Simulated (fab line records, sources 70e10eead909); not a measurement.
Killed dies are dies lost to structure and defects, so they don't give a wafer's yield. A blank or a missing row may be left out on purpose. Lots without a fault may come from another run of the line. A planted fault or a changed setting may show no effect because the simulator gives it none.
Problem report in the 8D (eight disciplines) form, filled by code | flow nand_harc | the parts of the form that need people (team, actions taken, sign-off) are left out

1. THE PROBLEM
heater_power_total_W at NHARC_P_M2_SOFTBAKE_04 reads a mean of 323.15 W on 6 wafers of 2 lots; wafers without a fault read 188.48 W with a standard deviation of 0.14. That is +99 or more standard deviations from the usual mean.
The step: time 55 s.
First seen on wafer L881.1, day 10 13:00, on litho_track-06. The record holds 39 wafers of 13 lots with a number at this step. Rule for "out", or "out of limits": more than 4 standard deviations from the usual mean. The other wafers with a number count as sound.

2. WHAT IT IS AND WHAT IT IS NOT
question                    | is                     | is not
which readings at this step | heater_power_total_W   | -
which lots                  | L881, L882             | L864, L865, L867, L868, L869, L870, L871, L873, L883, L885, L886
which wafers of those lots  | all that have a number | -
read on which tools         | litho_track-06         | litho_track-01, litho_track-04
when                        | from day 10 13:00      | up to then (24 sound wafers); but 9 sound wafers of L883, L885, L886 came after

3. SUSPECTS, AND WHAT RULES EACH OUT
Counting: a tool at a process step up to the reading stays a suspect if it ran every lot that is out and no sound lot after the first of them.
- litho_track-06 at NHARC_P_M2_SOFTBAKE_04 (time 55 s): kept. It ran every lot that is out, first L881 (day 10 13:00), and no sound lot after that; its last sound lot up to then is L871 (day 8 06:00). Its own readings are out on those wafers: heater_power_total_W.
Left after counting: litho_track-06 at NHARC_P_M2_SOFTBAKE_04.

4. THE CAUSE (what the simulator had put in)
Process parameter drift: litho_track-06, from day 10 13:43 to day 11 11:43, at NHARC_P_M2_SOFTBAKE_04. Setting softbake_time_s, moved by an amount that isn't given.
Counting left only this tool.

5. THE CHAIN OF EFFECTS, in route order
Each row: a reading whose mean over the struck wafers that have a number lies more than 3 standard deviations from the usual. Only readings for which the record gives a usual standard deviation are gone through. hours: the time from each lot's start at the first step in this table that gives one to its start at this step, as a median over the lots. sigmas: the change in usual standard deviations.
hours | step                   | reading              | usual    | on struck wafers | change  | sigmas
0     | NHARC_P_M2_SOFTBAKE_04 | heater_power_total_W | 188.48 W | 323.15           | +134.67 | +99 or more
The process steps in it:
- NHARC_P_M2_SOFTBAKE_04: time 55 s.
Later measuring or inspecting steps at which every struck wafer that the step has a row for has a number for every such reading, and none has moved that far: NHARC_END_SORT_01.

6. WHAT WOULD HAVE CAUGHT IT SOONER
In this record the first reading out of limits was taken at day 10 13:00.
